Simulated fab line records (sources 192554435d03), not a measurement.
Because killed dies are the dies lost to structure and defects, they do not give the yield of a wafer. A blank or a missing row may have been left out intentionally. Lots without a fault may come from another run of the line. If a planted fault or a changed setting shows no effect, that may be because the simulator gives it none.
Struck lot and sound lot, side by side	flow n5_finfet	15 out of 1938 route steps
Sound: wafers L131.3, L131.5, L131.6. Struck: wafers L141.1, L141.3, L141.5. At the end, the cause is stated.
At each step with rows: each side's tool, then ch and its chambers, then its first start. Under that, the readings that differ: sound wafers	struck wafers	difference of the means	sigmas: that difference in standard deviations of wafers without a fault.
alike: a reading whose means differ by less than 2 such deviations, as well as words and numbers matching on both sides. not compared: withheld readings; readings where some wafer has no value; bounds like >300 that might hide an equal value; numbers whose values overlap and for which the record gives no deviation.
A row with sigmas, a row that says differs or no value, or rows on one side alone: a step with any of these is where the two part. When numbers do not overlap yet have no deviation, they are printed without sigmas and do not part them. A reading that every wafer of one side lacks parts them only if that side has two wafers or more.

N5_BEOL_M2_DESCUM_16: chemistry O2, time 7 s.
  sound on rie_diel-01 ch 1,2,3, day 7 20:15; struck on rie_diel-05 ch 0,3, day 9 21:11
  alike: bias_power_w, drypump_motor_current_A, oes_product_au, rf_vpp_V, showerhead_plenum_p_Torr, throttle_valve_pct
  not compared: rf_hours_counter_h
N5_BEOL_M2_ETCH_74: etches underlayer in N2/H2, target depth 6.5 nm, time 5.2 s.
  sound on rie_diel-01 ch 1,2,3, day 7 20:17; struck on rie_diel-05 ch 0,3, day 9 21:13
  alike: drypump_motor_current_A, etch_rf_on_time_s, oes_product_au, rf_vpp_V, showerhead_plenum_p_Torr, throttle_valve_pct
  not compared: rf_hours_counter_h
N5_BEOL_M2_ETCH_63: etches SiARC in CF4, target depth 15.6 nm, time 26 s.
  sound on rie_diel-01 ch 1,2,3, day 7 20:18; struck on rie_diel-05 ch 0,3, day 9 21:14
  alike: drypump_motor_current_A, etch_rf_on_time_s, oes_product_au, rf_vpp_V, showerhead_plenum_p_Torr, throttle_valve_pct
  not compared: rf_hours_counter_h
then, 3 steps without rows for these wafers: N5_BEOL_M2_ETCH_64 (etches SOC in N2/H2, target depth 75 nm, overetch 22.5 nm, time 121.9 s); N5_BEOL_M2_STRIP_65 (strips in N2/H2); N5_BEOL_M2_STRIP_75 (strips in N2/H2).
N5_BEOL_M2_STRIP_66: strips in CF4.
  sound on rie_diel-01 ch 1,2,3, day 7 20:28; struck on rie_diel-05 ch 0,3, day 9 21:23
  alike: bias_power_w, drypump_motor_current_A, oes_product_au, rf_vpp_V, showerhead_plenum_p_Torr, throttle_valve_pct
  not compared: rf_hours_counter_h
N5_BEOL_M2_HM_OPEN_17: chemistry Cl2/BCl3, target TiN, target depth 20 nm, overetch 6 nm.
  sound on rie_metal-01 ch 0,1, day 7 20:32; struck on rie_metal-03 ch 0,1, day 9 21:28
  alike: drypump_motor_current_A, oes_product_au, throttle_valve_pct
  not compared: rf_hours_counter_h
then, 1 step without rows for these wafers: N5_BEOL_M2_STRIP_19 (strips in O2).
N5_BEOL_M2_CD_MEAS_18: pitch 36 nm, target cd 18 nm.
  sound on cd_sem-01 at day 7 20:41; struck on cd_sem-03 at day 9 21:39
  alike: cd_nm
then, 2 steps without rows for these wafers: N5_BEOL_M2_COAT_67 (time 60 s, resist thk 60 nm); N5_BEOL_M2_COAT_68 (time 60 s, resist thk 12 nm).
N5_BEOL_M2_COAT_76: time 60 s, resist thk 5 nm.
  sound on litho_track-04 ch 0, day 7 20:43; struck on litho_track-03 ch 0, day 9 21:41
reading	sound	struck	difference	sigmas
heater_power_total_W (W)	390.1 393.1 389.8	376.5 379.2 377.4	-13.3	-10
plate_temp_C (C)	205.21 205.25 205.35	199.01 199.02 199.01	-6.26	-39
  alike: exhaust_pa
then, 1 step without rows for these wafers: N5_BEOL_M2_COAT_22 (resist thk 30 nm).
N5_BEOL_M4_RC_MEAS_101:
  sound on prober-02 ch 0, day 9 05:07; struck on prober-01 ch 0, day 11 10:19
  alike: DIBL_N, DIBL_P, IOFF_N, IOFF_P, ION_N, ION_P, SS_N, SS_P, VT_N, VT_P

WHERE THEY PART
Only at N5_BEOL_M2_COAT_76, as far as this record shows. Later steps at which nothing parts them and some readings are alike: N5_BEOL_M4_RC_MEAS_101.

WHY: what the simulator had put in
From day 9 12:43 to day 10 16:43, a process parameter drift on litho_track-03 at N5_BEOL_M2_COAT_76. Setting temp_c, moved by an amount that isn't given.
